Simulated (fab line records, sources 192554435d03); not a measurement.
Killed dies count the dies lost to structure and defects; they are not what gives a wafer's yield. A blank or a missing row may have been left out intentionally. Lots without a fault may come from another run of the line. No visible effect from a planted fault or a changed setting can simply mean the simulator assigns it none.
Which tool did it? :: flow n5-finfet :: 11 lots with 32 wafers sampled at 3 steps, on a route of 1938 steps

WHAT THE GAUGES SHOWED, per wafer
N5_BEOL_M10_INSPECT_58: inspects for defects (darkfield). Usual: 71 for raw-defect-count, sd 23.
lot: L741
measured: day 11 20:36
on: defect-inspect-01
raw-defect-count: 49 44 40
flag: 

lot: L744
measured: day 12 02:07
on: defect-inspect-02
raw-defect-count: 91 52 77
flag: 

lot: L745
measured: day 12 03:10
on: defect-inspect-01
raw-defect-count: 56 61
flag: 

lot: L748
measured: day 13 00:59
on: defect-inspect-01
raw-defect-count: 103 112 61
flag: 

lot: L749
measured: day 13 11:13
on: defect-inspect-02
raw-defect-count: 104 117 46
flag: 

lot: L751
measured: day 13 18:55
on: defect-inspect-02
raw-defect-count: 69 71 73
flag: 

lot: L752
measured: day 14 09:34
on: defect-inspect-02
raw-defect-count: 67 58 85
flag: 

lot: L762
measured: day 16 20:15
on: defect-inspect-01
raw-defect-count: 39 30 27
flag: 

lot: L760
measured: day 17 01:21
on: defect-inspect-01
raw-defect-count: 47 72 66
flag: 

lot: L763
measured: day 17 18:32
on: defect-inspect-01
raw-defect-count: 45 51 87
flag: 

lot: L764
measured: day 18 03:53
on: defect-inspect-02
raw-defect-count: 73 52 58
flag: 

WHICH TOOL RAN EACH LOT (tool, then ch and the chambers of the sampled wafers, then the start)
lot: L741
N5_BEOL_M10_VIA_ETCH_34: rie-diel-03 ch 0,1,2, day 11 16:16
N5_BEOL_M10_STRIP_36: rie-diel-03 ch 0,1,2, day 11 16:20

lot: L744
N5_BEOL_M10_VIA_ETCH_34: rie-diel-03 ch 0,1,3, day 11 23:32
N5_BEOL_M10_STRIP_36: rie-diel-03 ch 0,1,3, day 11 23:35

lot: L745
N5_BEOL_M10_VIA_ETCH_34: rie-diel-05 ch 1,3, day 11 23:52
N5_BEOL_M10_STRIP_36: rie-diel-05 ch 1,3, day 11 23:55

lot: L748
N5_BEOL_M10_VIA_ETCH_34: rie-diel-04 ch 0,1,3, day 12 20:26
N5_BEOL_M10_STRIP_36: rie-diel-04 ch 0,1,3, day 12 20:31

lot: L749
N5_BEOL_M10_VIA_ETCH_34: rie-diel-03 ch 0,1,2, day 13 05:12
N5_BEOL_M10_STRIP_36: rie-diel-03 ch 0,1,2, day 13 05:16

lot: L751
N5_BEOL_M10_VIA_ETCH_34: rie-diel-05 ch 0,1,3, day 13 15:49
N5_BEOL_M10_STRIP_36: rie-diel-05 ch 0,1,3, day 13 15:53

lot: L752
N5_BEOL_M10_VIA_ETCH_34: rie-diel-05 ch 0,1, day 14 05:45
N5_BEOL_M10_STRIP_36: rie-diel-05 ch 0,1, day 14 05:49

lot: L762
N5_BEOL_M10_VIA_ETCH_34: rie-diel-03 ch 1,2,3, day 16 14:17
N5_BEOL_M10_STRIP_36: rie-diel-03 ch 1,2,3, day 16 14:20

lot: L760
N5_BEOL_M10_VIA_ETCH_34: rie-diel-05 ch 0,2,3, day 16 21:56
N5_BEOL_M10_STRIP_36: rie-diel-05 ch 0,2,3, day 16 21:59

lot: L763
N5_BEOL_M10_VIA_ETCH_34: rie-diel-03 ch 0,1,2, day 17 13:43
N5_BEOL_M10_STRIP_36: rie-diel-03 ch 0,1,2, day 17 13:47

lot: L764
N5_BEOL_M10_VIA_ETCH_34: rie-diel-04 ch 0,2, day 18 01:08
N5_BEOL_M10_STRIP_36: rie-diel-04 ch 0,2, day 18 01:12
- N5_BEOL_M10_VIA_ETCH_34: etches SiCOH lowk in C4F6/O2, target depth 184.5 nm, time 69.2 s.
- N5_BEOL_M10_STRIP_36: strips in N2/H2.

WHAT THE TOOLS THEMSELVES READ (means of the sampled wafers that have a number; where no wafer has one, the mark that the record gives instead)
N5_BEOL_M10_VIA_ETCH_34. Usual: drypump-motor-current-A 5.5 A, standard deviation 0.58; oes-product-au 0.80 a.u., standard deviation 0.065; rf-vpp-V 664 V, standard deviation 14; showerhead-plenum-p-Torr 2.86 Torr, standard deviation 0.094; throttle-valve-pct 20.98 %, standard deviation 0.24.
lot: L741
tool: rie-diel-03
drypump-motor-current-A (A): 5.2
oes-product-au (a.u.): 0.85
rf-vpp-V (V): 667
showerhead-plenum-p-Torr (Torr): 2.86
throttle-valve-pct (%): 21.06
flag: 

lot: L744
tool: rie-diel-03
drypump-motor-current-A (A): 5.2
oes-product-au (a.u.): 0.85
rf-vpp-V (V): 671
showerhead-plenum-p-Torr (Torr): 2.86
throttle-valve-pct (%): 20.93
flag: 

lot: L745
tool: rie-diel-05
drypump-motor-current-A (A): 5.6
oes-product-au (a.u.): 0.76
rf-vpp-V (V): 656
showerhead-plenum-p-Torr (Torr): 2.84
throttle-valve-pct (%): 20.92
flag: 

lot: L748
tool: rie-diel-04
drypump-motor-current-A (A): 6.2
oes-product-au (a.u.): 0.76
rf-vpp-V (V): 654
showerhead-plenum-p-Torr (Torr): 2.90
throttle-valve-pct (%): 21.10
flag: 

lot: L749
tool: rie-diel-03
drypump-motor-current-A (A): 5.2
oes-product-au (a.u.): 0.83
rf-vpp-V (V): 666
showerhead-plenum-p-Torr (Torr): 2.86
throttle-valve-pct (%): 21.08
flag: 

lot: L751
tool: rie-diel-05
drypump-motor-current-A (A): 5.4
oes-product-au (a.u.): 0.77
rf-vpp-V (V): 659
showerhead-plenum-p-Torr (Torr): 2.85
throttle-valve-pct (%): 20.87
flag: 

lot: L752
tool: rie-diel-05
drypump-motor-current-A (A): 5.2
oes-product-au (a.u.): 0.77
rf-vpp-V (V): 661
showerhead-plenum-p-Torr (Torr): 2.89
throttle-valve-pct (%): 20.91
flag: 

lot: L762
tool: rie-diel-03
drypump-motor-current-A (A): 5.0
oes-product-au (a.u.): 0.78
rf-vpp-V (V): 678
showerhead-plenum-p-Torr (Torr): 2.76
throttle-valve-pct (%): 21.08
flag: 

lot: L760
tool: rie-diel-05
drypump-motor-current-A (A): 5.8
oes-product-au (a.u.): 0.77
rf-vpp-V (V): 662
showerhead-plenum-p-Torr (Torr): 2.81
throttle-valve-pct (%): 20.73
flag: 

lot: L763
tool: rie-diel-03
drypump-motor-current-A (A): 5.2
oes-product-au (a.u.): 0.78
rf-vpp-V (V): 667
showerhead-plenum-p-Torr (Torr): 2.84
throttle-valve-pct (%): 21.13
flag: 

lot: L764
tool: rie-diel-04
drypump-motor-current-A (A): 5.8
oes-product-au (a.u.): 0.92
rf-vpp-V (V): 651
showerhead-plenum-p-Torr (Torr): 2.89
throttle-valve-pct (%): 20.97
flag: 

N5_BEOL_M10_STRIP_36. Usual: drypump-motor-current-A 5.5 A, standard deviation 0.59; oes-product-au 0.80 a.u., standard deviation 0.065; rf-vpp-V 59.1 V, standard deviation 1.7; showerhead-plenum-p-Torr 2.54 Torr, standard deviation 0.088; throttle-valve-pct 23.8 %, standard deviation 0.34.
lot: L741
tool: rie-diel-03
drypump-motor-current-A (A): 5.2
oes-product-au (a.u.): 0.85
rf-vpp-V (V): 58.1
showerhead-plenum-p-Torr (Torr): 2.55
throttle-valve-pct (%): 24.0
flag: 

lot: L744
tool: rie-diel-03
drypump-motor-current-A (A): 5.2
oes-product-au (a.u.): 0.86
rf-vpp-V (V): 59.1
showerhead-plenum-p-Torr (Torr): 2.54
throttle-valve-pct (%): 23.7
flag: 

lot: L745
tool: rie-diel-05
drypump-motor-current-A (A): 5.6
oes-product-au (a.u.): 0.76
rf-vpp-V (V): 60.4
showerhead-plenum-p-Torr (Torr): 2.54
throttle-valve-pct (%): 23.7
flag: 

lot: L748
tool: rie-diel-04
drypump-motor-current-A (A): 6.2
oes-product-au (a.u.): 0.77
rf-vpp-V (V): 59.1
showerhead-plenum-p-Torr (Torr): 2.57
throttle-valve-pct (%): 23.7
flag: 

lot: L749
tool: rie-diel-03
drypump-motor-current-A (A): 5.2
oes-product-au (a.u.): 0.83
rf-vpp-V (V): 59.3
showerhead-plenum-p-Torr (Torr): 2.54
throttle-valve-pct (%): 24.0
flag: 

lot: L751
tool: rie-diel-05
drypump-motor-current-A (A): 5.4
oes-product-au (a.u.): 0.77
rf-vpp-V (V): 59.3
showerhead-plenum-p-Torr (Torr): 2.55
throttle-valve-pct (%): 23.7
flag: 

lot: L752
tool: rie-diel-05
drypump-motor-current-A (A): 5.2
oes-product-au (a.u.): 0.77
rf-vpp-V (V): 60.5
showerhead-plenum-p-Torr (Torr): 2.59
throttle-valve-pct (%): 23.8
flag: 

lot: L762
tool: rie-diel-03
drypump-motor-current-A (A): 5.0
oes-product-au (a.u.): 0.78
rf-vpp-V (V): 58.8
showerhead-plenum-p-Torr (Torr): 2.45
throttle-valve-pct (%): 23.9
flag: 

lot: L760
tool: rie-diel-05
drypump-motor-current-A (A): 5.8
oes-product-au (a.u.): 0.79
rf-vpp-V (V): 61.2
showerhead-plenum-p-Torr (Torr): 2.52
throttle-valve-pct (%): 23.6
flag: 

lot: L763
tool: rie-diel-03
drypump-motor-current-A (A): 5.2
oes-product-au (a.u.): 0.78
rf-vpp-V (V): 58.6
showerhead-plenum-p-Torr (Torr): 2.53
throttle-valve-pct (%): 24.1
flag: 

lot: L764
tool: rie-diel-04
drypump-motor-current-A (A): 5.8
oes-product-au (a.u.): 0.93
rf-vpp-V (V): 57.9
showerhead-plenum-p-Torr (Torr): 2.55
throttle-valve-pct (%): 23.5
flag: 

THE ANSWER, worked out from the rows above alone
Rule: a lot counts as off when the mean over its wafers that have a number is more than 3 standard deviations away from the usual mean. A lot without any number at a reading at which 4 lots or more have one is off too. Where the step has rows for the other lots, those lots are counted as sound. After the gauges, taken in route order, come the tools' own readings; for these a lot's mean is taken, as printed above. At the first step where some lot is off, the reading lying furthest off is the one used; lots without a number count as furthest.
Nothing can be told from this: no lot is off at any reading shown.

WHAT HAD BEEN PUT IN BY THE SIMULATOR
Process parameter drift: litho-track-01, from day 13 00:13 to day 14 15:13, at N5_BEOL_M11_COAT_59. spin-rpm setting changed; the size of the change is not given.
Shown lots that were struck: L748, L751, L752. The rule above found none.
